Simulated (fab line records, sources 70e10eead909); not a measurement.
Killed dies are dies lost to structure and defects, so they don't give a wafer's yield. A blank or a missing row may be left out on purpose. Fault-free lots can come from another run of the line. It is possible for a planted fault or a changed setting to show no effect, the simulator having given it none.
A struck lot beside a sound one	flow nand-harc	14 steps out of a route of 1302
Sound: the wafers L606.3, L606.4, L606.6. Struck: wafer L604.1. (L604.3 of the same lot was not struck and is left out.) The cause comes at the end.
For every step that has rows: the tool of each side, followed by ch and its chambers, followed by its first start. Under that, the readings that differ: sound wafers	struck wafers	difference of the means	sigmas: that difference in standard deviations of wafers without a fault.
alike: readings whose means differ by less than 2 such deviations, and words and numbers that are the same on both sides. not compared: withheld readings, readings that some wafer has no value for, bounds like >300 that may hide the same value, and numbers for which the record gives no deviation and whose values overlap.
The two part at a step that has a row with sigmas, a row that says differs or no value, or rows on one side only. Numbers that don't overlap but have no deviation are shown without sigmas and don't part them. Lack of a reading on every wafer of one side parts them only where that side has two or more wafers.

NHARC_A_CHANNEL_HOLE_D1_STRIP_27: strips in O2.
  sound on rie-diel-10 ch 1,3; struck on rie-diel-10 ch 1
  alike: drypump-motor-current-A, oes-product-au, rf-vpp-V, showerhead-plenum-p-Torr, throttle-valve-pct
  not compared: rf-hours-counter-h
then, 2 steps without rows for these wafers: NHARC_A_CHANNEL_HOLE_D1_PRECLEAN_28 (cleans in SC1); NHARC_A_CHANNEL_HOLE_D1_SRD_29.
NHARC_A_CHANNEL_HOLE_D1_CD_MEAS_30:
  sound on cd-sem-03, day 14 02:29; struck on cd-sem-01, day 12 22:42
  alike: cd-nm
then, 1 step without rows for these wafers: NHARC_A_CHANNEL_HOLE_D1_XSEM_31.
NHARC_A_CHANNEL_HOLE_D1_INSPECT_40:
  sound on defect-inspect-01, day 14 02:40; struck on defect-inspect-01, day 12 22:53
  alike: raw-defect-count
then, 2 steps without rows for these wafers: NHARC_A_CHANNEL_FILL_D1_PRECLEAN_00 (cleans in SC1); NHARC_A_CHANNEL_FILL_D1_SRD_01.
NHARC_A_CHANNEL_FILL_D1_ALD_02: deposits SiO2, target thk 6 nm, pulse time 10 s, ald cycles 60.
  sound on ald-hk-02 ch 0,1,3, day 14 03:53; struck on ald-hk-01 ch 0, day 12 23:10
  alike: heater-power-w, precursor-pulse-height-rel
  not compared: ald-cycles
NHARC_A_CHANNEL_FILL_D1_ALD_03: deposits SiNx, target thk 6 nm, pulse time 60 s, ald cycles 58.
  sound on ald-sin-batch-01 ch 0; struck on ald-sin-batch-03 ch 0
  alike: precursor-pulse-height-rel
  not compared: ald-cycles
NHARC_A_CHANNEL_FILL_D1_ALD_14: deposits SiO2, target thk 2.5 nm, pulse time 10 s, ald cycles 25.
  sound on ald-hk-01 ch 0,1, day 14 12:03; struck on ald-hk-02 ch 0, day 13 05:19
reading	sound	struck	difference	sigmas
heater-power-w (W)	468 507 517	403	-94	-2
  alike: precursor-pulse-height-rel
  not compared: ald-cycles
NHARC_A_CHANNEL_FILL_D1_ALD_15: deposits SiNx, target thk 2 nm, pulse time 60 s, ald cycles 19.
  sound on ald-sin-batch-01 ch 0; struck on ald-sin-batch-02 ch 0
  alike: precursor-pulse-height-rel
  not compared: ald-cycles
NHARC_A_CHANNEL_FILL_D1_ALD_16: deposits SiO2, target thk 1.5 nm, pulse time 10 s, ald cycles 15.
  sound on ald-hk-01 ch 1,3, day 14 17:12; struck on ald-hk-02 ch 0, day 13 10:30
reading	sound	struck	difference	sigmas
ald-cycles	15 15 15	16	+1	
heater-power-w (W)	476 486 483	386	-96	-2
  alike: precursor-pulse-height-rel
then, 1 step without rows for these wafers: NHARC_A_CHANNEL_FILL_D1_ANNEAL_17 (time 1800 s).

WHERE THEY PART
At NHARC_A_CHANNEL_FILL_D1_ALD_14 first; at NHARC_A_CHANNEL_FILL_D1_ALD_16 last (within this record only).

WHY: whatever the simulator had introduced
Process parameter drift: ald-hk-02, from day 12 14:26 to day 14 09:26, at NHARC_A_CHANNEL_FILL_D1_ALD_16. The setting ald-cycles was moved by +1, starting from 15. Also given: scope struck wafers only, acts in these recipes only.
